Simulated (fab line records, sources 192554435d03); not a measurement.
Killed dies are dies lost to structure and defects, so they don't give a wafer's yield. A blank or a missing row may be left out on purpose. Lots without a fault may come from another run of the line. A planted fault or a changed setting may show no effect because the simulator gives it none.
Chamber matching | flow n5_finfet | N5_HKMG_FIN_ALD_79 on ald_metal-04: 4 sister chambers
The step deposits TiN, target thk 1.5 nm, pulse time 1 s, purge time 3 s. 4 wafers are shown with their chamber, then 10 later ones without.

WAFERS WITH THEIR CHAMBER
wafer  | chamber | heater_power_w (W)
L089.4 | 2       | 895
L094.2 | 1       | 824
L095.1 | 0       | 857
L095.2 | 3       | 998

WAFERS WITHOUT THEIR CHAMBER
wafer  | heater_power_w (W)
L095.3 | 853
L095.4 | 876
L095.5 | 867
L095.6 | 1032
L096.1 | 1003
L096.2 | 868
L096.3 | 916
L096.4 | 841
L096.5 | 872
L096.6 | 1024

WHICH CHAMBER EACH WENT THROUGH
wafer  | from the rows above          | in truth
L095.3 | can't be placed: 0 or 1      | 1
L095.4 | can't be placed: 0 or 2 or 1 | 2
L095.5 | can't be placed: 0 or 2 or 1 | 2
L095.6 | 3                            | 3
L096.1 | 3                            | 3
L096.2 | can't be placed: 0 or 2 or 1 | 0
L096.3 | 2                            | 2
L096.4 | can't be placed: 0 or 1      | 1
L096.5 | can't be placed: 0 or 2 or 1 | 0
L096.6 | 3                            | 3
Placed correctly: 4 of 10. Can't be placed from these rows: 6 (the true chamber is among the candidates in 6). Placed wrongly: 0.
How it was worked out, from the rows above alone: a wafer's distance from a chamber is the root of the sum, over the readings, of the square of ((its reading less the chamber's mean) divided by the reading's scatter). The wafer belongs to the nearest chamber; if the next one is less than 2 further off, it can't be placed. A chamber's mean is the mean of its shown wafers. The scatter: with one shown wafer a chamber, the root of the mean of the squares of how far each hidden wafer lies from its nearest shown one.
